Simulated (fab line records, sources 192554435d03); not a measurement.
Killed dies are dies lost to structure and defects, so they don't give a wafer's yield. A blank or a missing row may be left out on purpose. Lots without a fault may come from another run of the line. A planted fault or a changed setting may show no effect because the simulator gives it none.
Chamber matching | flow n5_finfet | N5_BEOL_M0_SAQP_ETCH_106 on rie_diel-04: 4 sister chambers
The step etches SOC in N2/H2, stops on SiNx, target depth 150 nm. 8 wafers are shown with their chamber, then 7 later ones without.

WAFERS WITH THEIR CHAMBER
wafer  | chamber | drypump_motor_current_A (A) | throttle_valve_pct (%)
L078.1 | 0       | 6.5                         | 18.02
L078.5 | 1       | 6.5                         | 17.48
L081.5 | 3       | 5.4                         | 17.76
L084.2 | 0       | 6.6                         | 18.05
L085.4 | 3       | 5.4                         | 17.77
L085.5 | 2       | 5.6                         | 17.53
L092.2 | 1       | 6.5                         | 17.51
L092.4 | 2       | 5.6                         | 17.55

WAFERS WITHOUT THEIR CHAMBER
wafer  | drypump_motor_current_A (A) | throttle_valve_pct (%)
L092.5 | 5.4                         | 17.81
L094.3 | 6.6                         | 18.07
L094.5 | 6.5                         | 17.53
L094.6 | 5.6                         | 17.56
L097.3 | 6.5                         | 18.09
L097.4 | 5.4                         | 17.81
L097.5 | 5.4                         | 17.80

WHICH CHAMBER EACH WENT THROUGH
wafer  | from the rows above | in truth
L092.5 | 3                   | 3
L094.3 | 0                   | 0
L094.5 | 1                   | 1
L094.6 | 2                   | 2
L097.3 | 0                   | 0
L097.4 | 3                   | 3
L097.5 | 3                   | 3
Placed correctly: 7 of 7. Can't be placed from these rows: 0. Placed wrongly: 0.
How it was worked out, from the rows above alone: a wafer's distance from a chamber is the root of the sum, over the readings, of the square of ((its reading less the chamber's mean) divided by the reading's scatter). The wafer belongs to the nearest chamber; if the next one is less than 2 further off, it can't be placed. A chamber's mean is the mean of its shown wafers. The scatter: the root of (the sum of the squares of (reading less its chamber's mean) over the shown wafers, divided by (wafers less chambers)).
